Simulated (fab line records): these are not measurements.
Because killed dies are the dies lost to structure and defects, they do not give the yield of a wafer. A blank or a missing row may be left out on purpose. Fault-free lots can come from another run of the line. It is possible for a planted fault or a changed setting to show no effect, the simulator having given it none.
fab line records	flow n5-finfet
[record] lots = 11	wafers = 32	last-day = 21
route steps=1938 shown BEOL_M0_SAQP@664 PASSIVATION@1936
lots that met no fault: from a run of the same line without faults
start-h: the number of hours between the record's first day and the start of the first shown wafer of the lot	wait-h: hours since the lot's step before	" unchanged from the row above	L1.1+2: one row covering several wafers at once	- no value, or no start given	* or withheld: withheld	< > ~ a bound
route shown NAME@n: names a module that has steps shown in the file, with the first one's number in the route	usual: mean/standard deviation of fault-free wafers	same: alike in all rows	chamber/n: place in a boat	sites: readings site by site	_std_site: how widely they spread, as a standard deviation	_edge_site: inner sites' mean taken away from outer sites' mean	radius-mm: for every site, how far away it sits from the centre of the wafer	mask NAME#n: copy n	behind: the most recent tool/chamber to have shaped the wafer	hold: cause of the lot's hold/its duration in hours/its outcome	device: transistor that didn't switch, given as n, p or np	end of line: at the end of the route, the tests of the same wafers	a step without rows: its recipe alone	killed: not the wafer's yield, but the dies lost to structure and defects at the first sort	map: the dies of a wafer, with x for killed, . for not killed, _ for no die there
set.NAME: the run value of the setting; set.NAME@STEP: its run value at that earlier step	model.NAME: the simulator's own value behind a step, which no gauge read
steps of the route over a sample of lots; a table a step, a row a wafer
services: a tool's chamber out of use, with start hour (start-h, from the record's first day; less than 0 if before it), hours out, and reason
[[steps]]
[step N5_BEOL_M0_SAQP_SPACER1_ETCHBACK_99]
[recipe] chemistry = CHF3/O2	mode = anisotropic-etchback	target = SiO2	target-depth-a = 154	time-s = 7.7	pressure-mtorr = 30	source-w = 650	bias-w = 170	Ar_flow_sccm = 200	CHF3_flow_sccm = 50	O2_flow_sccm = 5	ion-energy-ev = 200
[usual] drypump-motor-current-A = 5.6/0.47	oes-product-au = 0.76/0.063	rf-vpp-V = 532/15	showerhead-plenum-p-Torr = 2.41/0.098	throttle-valve-pct = 18.93/0.21
lot.wafer	tool	chamber	start-h	wait-h	drypump-motor-current-A	oes-product-au	rf-hours-counter-h	rf-vpp-V	showerhead-plenum-p-Torr	throttle-valve-pct
L919.2	rie-diel-02	2	111.93	0.3	5.0	0.72	195	519	2.47	18.81
L919.4	"	0	"	"	4.9	0.71	214	533	2.27	19.24
L924.2	rie-diel-06	1	147.75	0.3	5.5	0.83	64	532	2.51	18.44
L924.4	"	0	"	"	5.8	0.79	113	540	2.42	19.05
L924.5	"	0	"	"	5.8	0.79	-	539	2.42	19.05
L923.4	rie-diel-06	3	152.96	0.3	6.1	0.67	251	538	2.48	19.26
L923.5	"	2	"	"	5.5	0.71	-	517	2.41	18.90
L923.6	"	1	"	"	5.6	0.83	-	530	2.51	18.45
L926.3	rie-diel-06	3	153.60	0.3	6.1	0.67	251	538	2.48	19.26
L926.4	"	2	"	"	5.5	0.72	204	516	2.40	18.90
L926.6	"	2	"	"	5.5	0.72	-	516	2.40	18.89
L930.2	rie-diel-06	0	183.23	0.3	5.8	0.76	131	538	2.42	19.08
L930.3	"	1	"	"	5.6	0.82	81	531	2.51	18.47
L930.4	"	3	"	"	6.0	1.01	0	536	2.48	18.83
L932.2	rie-diel-02	2	189.64	0.3	5.0	0.72	213	519	2.47	18.85
L932.5	"	0	"	"	4.8	0.70	-	533	2.26	19.27
L932.6	"	1	"	"	6.4	0.81	-	544	2.53	18.73
L933.1	rie-diel-05	3	196.69	0.3	5.8	0.73	171	527	2.31	18.82
L933.2	"	0	"	"	5.0	0.72	179	546	2.30	19.04
L933.4	"	1	"	"	5.6	0.71	207	510	2.50	19.16
L934.3	rie-diel-05	2	207.39	0.3	6.1	0.78	134	517	2.53	18.83
L934.4	"	0	"	"	5.0	0.73	182	545	2.30	19.02
L934.6	"	3	"	"	5.7	0.75	-	528	2.31	18.84
L935.3	rie-diel-05	3	212.23	0.3	5.7	0.73	175	527	2.31	18.84
L935.4	"	0	"	"	5.0	0.72	184	544	2.30	19.03
L935.5	"	3	"	"	5.7	0.74	-	526	2.31	18.82
L938.2	rie-diel-02	2	233.31	0.3	5.0	0.70	225	518	2.46	18.88
L938.3	"	3	"	"	5.7	0.83	90	564	2.32	19.06
L938.4	"	1	"	"	6.4	0.80	94	545	2.52	18.74
L941.4	rie-diel-05	0	246.25	0.3	5.0	0.71	193	545	2.30	19.04
L941.5	"	3	"	"	5.7	0.73	-	526	2.30	18.86
L941.6	"	2	"	"	6.1	0.77	-	517	2.53	18.85
[step N5_BEOL_M0_SAQP_ETCH_101]
[recipe] chemistry = CH3F/O2	target = SiNx	mask-material = SiO2	target-depth-a = 299	time-s = 42.7	pressure-mtorr = 30	source-w = 395	bias-w = 73	Ar_flow_sccm = 150	CH3F_flow_sccm = 30	O2_flow_sccm = 20	ion-energy-ev = 120
[usual] drypump-motor-current-A = 5.6/0.48	oes-product-au = 0.76/0.065	rf-vpp-V = 302/9	showerhead-plenum-p-Torr = 2.01/0.084	throttle-valve-pct = 16.42/0.2
lot.wafer	tool	chamber	start-h	wait-h	drypump-motor-current-A	oes-product-au	rf-hours-counter-h	rf-vpp-V	showerhead-plenum-p-Torr	throttle-valve-pct
L919.2	rie-diel-05	3	112.17	0.0	5.7	0.75	150	299	1.91	16.25
L919.4	"	0	"	"	5.0	0.73	151	308	1.91	16.42
L924.2	rie-diel-02	2	147.99	0.0	5.0	0.72	203	294	2.06	16.35
L924.4	"	1	"	"	6.4	0.81	69	309	2.11	16.18
L924.5	"	3	"	"	5.7	0.84	-	320	1.93	16.47
L923.4	rie-diel-02	2	153.20	0.0	5.0	0.71	205	294	2.06	16.34
L923.5	"	2	"	"	5.0	0.71	-	293	2.06	16.36
L923.6	"	1	"	"	6.4	0.82	-	309	2.11	16.19
L926.3	rie-diel-06	0	154.10	0.3	5.8	0.79	115	306	2.01	16.50
L926.4	"	1	"	"	5.5	0.84	65	301	2.09	15.94
L926.6	"	1	"	"	5.5	0.83	-	303	2.09	15.95
L930.2	rie-diel-06	1	183.62	0.2	5.6	0.82	81	299	2.08	15.97
L930.3	"	2	"	"	5.5	0.71	220	293	1.99	16.41
L930.4	"	0	"	"	5.8	0.77	131	307	2.00	16.53
L932.2	rie-diel-05	0	189.87	0.0	5.0	0.73	176	306	1.91	16.47
L932.5	"	2	"	"	6.1	0.80	-	293	2.11	16.31
L932.6	"	1	"	"	5.6	0.72	-	289	2.07	16.59
L933.1	rie-diel-06	1	196.92	0.0	5.5	0.81	86	301	2.08	15.98
L933.2	"	2	"	"	5.6	0.71	225	292	1.99	16.42
L933.4	"	0	"	"	5.8	0.77	136	307	2.00	16.54
L934.3	rie-diel-02	2	207.63	0.0	5.0	0.70	219	294	2.05	16.36
L934.4	"	0	"	"	4.8	0.70	240	302	1.88	16.80
L934.6	"	3	"	"	5.7	0.83	-	319	1.93	16.52
L935.3	rie-diel-02	0	212.47	0.0	4.8	0.70	242	302	1.88	16.82
L935.4	"	0	"	"	4.8	0.70	-	302	1.88	16.80
L935.5	"	1	"	"	6.4	0.80	-	308	2.10	16.21
L938.2	rie-diel-02	1	233.54	0.0	6.4	0.79	94	308	2.10	16.26
L938.3	"	3	"	"	5.7	0.82	90	320	1.92	16.51
L938.4	"	0	"	"	4.8	0.69	248	304	1.87	16.83
L941.4	rie-diel-05	2	246.49	0.0	6.1	0.78	144	293	2.10	16.34
L941.5	"	3	"	"	5.7	0.73	-	299	1.90	16.29
L941.6	"	0	"	"	5.0	0.71	-	308	1.90	16.50
[step N5_BEOL_M0_SAQP_STRIP_108]
[recipe] chemistry = N2/H2	power-w = 500	temp-c = 40	pressure-mtorr = 50	rf-frequency-hz = 6e+07	overash-fraction = 0.3	bias-power-w = 28	h2-frac = 0.5	n2-flow-sccm = 300	h2-flow-sccm = 300
[usual] bias-power-w = 28.00/0.079	drypump-motor-current-A = 5.6/0.41	n2-flow-sccm = 299.9/0.86	oes-product-au = 0.77/0.069	rf-vpp-V = 121.9/1.1	showerhead-plenum-p-Torr = 3.39/0.13	throttle-valve-pct = 19.1/0.51
lot.wafer	tool	chamber	start-h	wait-h	bias-power-w	drypump-motor-current-A	n2-flow-sccm	oes-product-au	rf-hours-counter-h	rf-vpp-V	showerhead-plenum-p-Torr	throttle-valve-pct
L919.2	rie-diel-06	2	112.94	0.0	28.04	5.5	298.5	0.73	195	122.0	3.32	19.0
L919.4	"	3	"	"	28.01	6.0	299.2	0.68	242	123.4	3.44	19.1
L924.2	rie-diel-02	3	148.75	0.0	27.90	5.7	300.9	0.86	65	119.3	3.31	20.2
L924.4	"	2	"	"	28.11	5.0	300.0	0.73	203	122.2	3.46	19.1
L924.5	"	0	"	"	28.07	4.8	300.0	0.71	-	121.5	3.16	19.5
L923.4	rie-diel-02	0	154.21	0.0	27.91	4.8	299.0	0.70	225	121.1	3.16	19.5
L923.5	"	3	"	"	28.07	5.7	300.6	0.86	-	120.3	3.31	20.2
L923.6	"	0	"	"	27.95	4.8	298.9	0.71	-	120.4	3.16	19.5
L926.3	rie-diel-06	1	155.37	0.0	27.90	5.6	299.1	0.83	66	123.2	3.51	18.2
L926.4	"	3	"	"	27.94	6.0	300.6	0.67	252	121.9	3.43	19.1
L926.6	"	1	"	"	27.89	5.6	300.6	0.83	-	122.5	3.52	18.2
L930.2	rie-diel-05	1	184.45	0.0	27.94	5.6	299.9	0.71	201	122.5	3.49	19.2
L930.3	"	2	"	"	28.03	6.1	299.7	0.78	124	123.2	3.55	19.7
L930.4	"	0	"	"	28.06	5.0	300.4	0.71	-	120.9	3.20	19.0
L932.2	rie-diel-05	2	190.64	0.0	28.04	6.1	299.1	0.78	128	123.9	3.54	19.8
L932.5	"	2	"	"	27.98	6.1	299.7	0.78	-	122.2	3.54	19.8
L932.6	"	1	"	"	27.87	5.6	301.7	0.71	-	123.3	3.48	19.2
L933.1	rie-diel-05	3	197.78	0.0	27.93	5.7	300.3	0.72	171	121.4	3.22	18.8
L933.2	"	2	"	"	27.92	6.2	301.0	0.78	131	124.1	3.54	19.8
L933.4	"	0	"	"	28.13	5.0	301.1	0.72	179	120.5	3.20	19.0
L934.3	rie-diel-06	2	208.39	0.0	28.12	5.6	299.8	0.70	228	120.8	3.30	19.0
L934.4	"	1	"	"	28.05	5.6	300.2	0.80	90	122.3	3.50	18.2
L934.6	"	2	"	"	28.04	5.6	300.9	0.70	-	122.9	3.30	19.0
L935.3	rie-diel-06	2	213.39	0.0	28.10	5.6	300.0	0.69	231	121.8	3.30	19.0
L935.4	"	3	"	"	28.01	6.1	300.3	0.95	-	121.8	3.42	18.7
L935.5	"	1	"	"	28.12	5.6	300.4	0.81	-	123.7	3.50	18.2
L938.2	rie-diel-05	0	234.31	0.0	28.04	5.0	299.1	0.71	191	122.0	3.19	19.0
L938.3	"	3	"	"	28.13	5.8	299.4	0.72	179	120.5	3.22	18.9
L938.4	"	1	"	"	27.88	5.6	299.7	0.71	220	123.7	3.48	19.2
L941.4	rie-diel-06	0	247.26	0.0	28.04	5.8	299.6	0.78	146	121.5	3.38	19.3
L941.5	"	0	"	"	28.02	5.8	300.5	0.78	-	122.3	3.38	19.3
L941.6	"	1	"	"	27.98	5.6	299.6	0.79	-	122.2	3.50	18.3
[step N5_BEOL_M0_SAQP_EXPOSE_37]
[recipe] mask-id = M0_CUT1	na = 0.33	source-shape = annular	sigma-inner = 0.35	sigma-outer = 0.8	polarization = unpolarized	target-cd-nm = 30	dose-mj = 44.75
[usual] exposure-dose-mJ-cm2 = 44.72/0.041
[same] sigma-inner = 0.35
lot.wafer	tool	chamber	start-h	wait-h	mask	exposure-dose-mJ-cm2
L919.2	euv-scanner-02	0	114.46	-	M0_CUT1#0	44.71
L919.4	"	0	"	"	M0_CUT1#0	44.75
L924.2	euv-scanner-01	0	149.89	-	M0_CUT1#0	44.72
L924.4	"	0	"	"	M0_CUT1#0	44.71
L924.5	"	0	"	"	M0_CUT1#0	44.73
L923.4	euv-scanner-01	0	155.91	-	M0_CUT1#0	44.76
L923.5	"	0	"	"	M0_CUT1#0	44.68
L923.6	"	0	"	"	M0_CUT1#0	44.75
L926.3	euv-scanner-01	0	156.54	-	M0_CUT1#0	44.76
L926.4	"	0	"	"	M0_CUT1#0	44.69
L926.6	"	0	"	"	M0_CUT1#0	44.70
L930.2	euv-scanner-01	0	185.67	-	M0_CUT1#0	45.84
L930.3	"	0	"	"	M0_CUT1#0	45.82
L930.4	"	0	"	"	M0_CUT1#0	45.86
L932.2	euv-scanner-02	0	191.95	-	M0_CUT1#0	44.72
L932.5	"	0	"	"	M0_CUT1#0	44.79
L932.6	"	0	"	"	M0_CUT1#0	44.73
L933.1	euv-scanner-01	0	199.03	-	M0_CUT1#0	45.65
L933.2	"	0	"	"	M0_CUT1#0	45.62
L933.4	"	0	"	"	M0_CUT1#0	45.62
L934.3	euv-scanner-01	0	209.73	-	M0_CUT1#0	45.41
L934.4	"	0	"	"	M0_CUT1#0	45.33
L934.6	"	0	"	"	M0_CUT1#0	45.39
L935.3	euv-scanner-01	0	214.90	-	M0_CUT1#0	45.27
L935.4	"	0	"	"	M0_CUT1#0	45.27
L935.5	"	0	"	"	M0_CUT1#0	45.25
L938.2	euv-scanner-02	0	235.44	-	M0_CUT1#0	44.73
L938.3	"	0	"	"	M0_CUT1#0	44.75
L938.4	"	0	"	"	M0_CUT1#0	44.72
L941.4	euv-scanner-02	0	248.58	-	M0_CUT1#0	44.81
L941.5	"	0	"	"	M0_CUT1#0	44.74
L941.6	"	0	"	"	M0_CUT1#0	44.74
[step N5_PASSIVATION_PROBE_49]
[usual] defect-limited-yield = 90.9/1.6	killed_at_M0_to_M3 = 37/11	killed_at_M4_up = 15/5.6	killed-at-contacts = 13/6.4	killed-at-front-end = 39/11	killed-at-other = 4/3.1	killed-dies = 107/19	killed-open = 71/14	killed-short = 34/7.8	sort_bin_5_function = 5.3/1	sort_bin_6_memory = 3.4/0.72	sort_bin_8_speed = 0.0/0.42	sort-n-pass = 1072/20	sort-yield-pct = 90.9/1.7
[same] gross-dies = 1180	killed-at-back-side = 0	sort_bin_4_leakage[%] = 0
lot.wafer	tool	chamber	start-h	wait-h	defect-limited-yield[%]	killed_at_M0_to_M3	killed_at_M4_up	killed-at-contacts	killed-at-front-end	killed-at-other	killed-dies	killed-open	killed-short	sort_bin_5_function[%]	sort_bin_6_memory[%]	sort_bin_8_speed[%]	sort-n-pass	sort-yield-pct[%]
L919.2	prober-01	-	370.53	0.1	91.1	43	14	10	32	6	105	62	38	4.7	3.6	0	1075	91.1
L919.4	prober-01	-	370.63	0.2	94.2	21	15	4	27	2	69	40	25	3.7	2.1	0	1111	94.2
L934.3	prober-01	-	447.85	0.1	90.5	33	23	23	32	1	112	68	43	5.7	3.4	0	1068	90.5
L934.4	prober-01	-	447.90	0.2	91.9	23	14	23	33	2	95	68	27	4.8	3.1	0	1085	91.9
L934.6	prober-01	-	448.00	0.3	90.3	30	30	27	28	0	115	67	48	5.2	4.3	0	1065	90.3
L933.1	prober-02	-	467.60	0.0	93.2	31	7	8	32	2	80	49	28	3.1	3.1	0	1100	93.2
L935.3	prober-01	-	473.93	0.1	92.0	26	18	10	34	6	94	62	31	5.0	2.9	0	1086	92.0
L935.5	prober-01	-	474.03	0.2	93.3	18	13	12	34	2	79	52	27	4.6	1.8	0	1101	93.3
// killed by level:class
L919.2 BEOL_M0_SAQP:geometric-particle:open=15 BEOL_M0_SAQP:geometric-particle:short=13 GATE_CUT:geometric-particle:short=9 MOL_CONTACT_COAG:geometric-particle:open=7 FIN_SAQP:geometric-particle:open=6 GATE_CUT:geometric-particle:open=5 BEOL_M1:geometric-particle:open=5 BEOL_M4:geometric-particle:open=4
L919.4 BEOL_M0_SAQP:geometric-particle:short=7 BEOL_M4:geometric-particle:open=6 DUMMY_GATE:geometric-particle:open=4 GATE_CUT:geometric-particle:open=4 FIN_SAQP:geometric-particle:short=3 FIN_SAQP:geometric-particle:open=3 GATE_CUT:geometric-particle:short=3 BEOL_M0_SAQP:geometric-particle:open=3
L934.3 MOL_CONTACT_COAG:geometric-particle:open=19 BEOL_M4:geometric-particle:open=13 FIN_SAQP:geometric-particle:short=9 BEOL_M0_SAQP:geometric-particle:short=7 BEOL_M2:geometric-particle:short=7 BEOL_M0_SAQP:geometric-particle:open=6 BEOL_M2:geometric-particle:open=6 BEOL_M4:geometric-particle:short=5
L934.4 MOL_CONTACT_COAG:geometric-particle:open=22 FIN_SAQP:geometric-particle:open=7 FIN_SAQP:geometric-particle:short=7 STI_FIN_REVEAL:geometric-particle:open=6 BEOL_M0:geometric-particle:open=4 DUMMY_GATE:geometric-particle:open=3 BEOL_M0_SAQP:geometric-particle:short=3 BEOL_M0_SAQP:geometric-particle:open=3
L934.6 BEOL_M4:geometric-particle:open=17 MOL_CONTACT_COAG:geometric-particle:open=15 MOL_CONTACT_COAG:geometric-particle:short=12 BEOL_M0_SAQP:geometric-particle:short=8 BEOL_M0_SAQP:geometric-particle:open=5 BEOL_M2:geometric-particle:short=5 STI_FIN_REVEAL:geometric-particle:open=4 BEOL_M1:geometric-particle:short=4
L933.1 BEOL_M3:geometric-particle:open=10 BEOL_M1:geometric-particle:open=8 MOL_CONTACT_COAG:geometric-particle:open=6 FIN_SAQP:geometric-particle:open=5 GATE_CUT:geometric-particle:short=4 BEOL_M0_SAQP:geometric-particle:open=4 STARTING-WAFER:geometric-particle:short=4 ILD0:geometric-particle:open=3
L935.3 FIN_SAQP:geometric-particle:open=8 STI_FIN_REVEAL:geometric-particle:open=7 GATE_CUT:geometric-particle:short=7 MOL_CONTACT_COAG:geometric-particle:open=7 BEOL_M3:geometric-particle:open=7 BEOL_M0_SAQP:geometric-particle:short=5 BEOL_M4:geometric-particle:open=5 BEOL_M2:geometric-particle:open=4
L935.5 MOL_CONTACT_COAG:geometric-particle:open=11 FIN_SAQP:geometric-particle:short=10 FIN_SAQP:geometric-particle:open=7 BEOL_M3:geometric-particle:open=5 STI_FIN_REVEAL:geometric-particle:open=4 BEOL_M0_SAQP:geometric-particle:open=4 BEOL_M2:geometric-particle:open=4 BEOL_M5:geometric-particle:open=4
[[services]]
tool	chamber	start-h	hours	kind
rie-diel-05	-	95.09	0.1	repair
euv-scanner-01	-	96.35	1.0	pm
euv-scanner-02	-	96.37	0.3	repair
euv-scanner-01	-	114.22	0.7	repair
euv-scanner-02	-	115.54	0.6	repair
euv-scanner-02	-	118.24	1.0	pm
euv-scanner-02	-	129.79	0.3	repair
rie-diel-06	3	141.41	1.3	repair
euv-scanner-01	-	152.50	1.0	pm
rie-diel-06	3	156.83	2.9	repair
rie-diel-02	-	169.40	14.6	pm
euv-scanner-02	-	174.39	1.0	pm
rie-diel-05	3	183.44	8.8	repair
euv-scanner-01	-	187.36	9.4	repair
rie-diel-02	-	192.18	1.3	repair
euv-scanner-02	-	203.73	4.6	pm
euv-scanner-01	-	208.65	1.0	pm
euv-scanner-02	-	209.07	1.2	repair
rie-diel-02	2	210.62	5.7	repair
rie-diel-06	0	211.17	17.1	repair
euv-scanner-02	-	214.58	0.5	repair
rie-diel-05	3	216.50	6.9	repair
euv-scanner-01	-	233.16	4.6	pm
rie-diel-06	-	246.41	0.3	repair
[[key]]
[first-sign] step = N5_BEOL_M0_SAQP_EXPOSE_37	reading = exposure-dose-mJ-cm2	direction = up	sigmas = 19	usual = 44.72	struck = 45.53
effect none on later readings
met-at N5_BEOL_M0_SAQP_EXPOSE_37
struck-lots L930,L933,L934,L935
rows-end L930.2,L930.3,L930.4
[loop-trim] step = N5_BEOL_M0_SAQP_EXPOSE_37	setting = dose	lots = L933,L934,L935
not-acting-at N5_BEOL_M0_SAQP_SPACER1_ETCHBACK_99,N5_BEOL_M0_SAQP_ETCH_101,N5_BEOL_M0_SAQP_STRIP_108
onset-between 156.54 185.67
[fault] kind = process-parameter-drift	tool = euv-scanner-01	chamber = -	onset-h = 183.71	steps = N5_BEOL_M0_SAQP_EXPOSE_37	channel = dose-mj	offset = 1.1593	shape = step	acts-in = these-recipes-only	stated = 44.75
// rows-end: these wafers met a further fault down the route, and their rows from its step on are left out
// loop-trim: a control loop set the setting to another value than it would have without faults
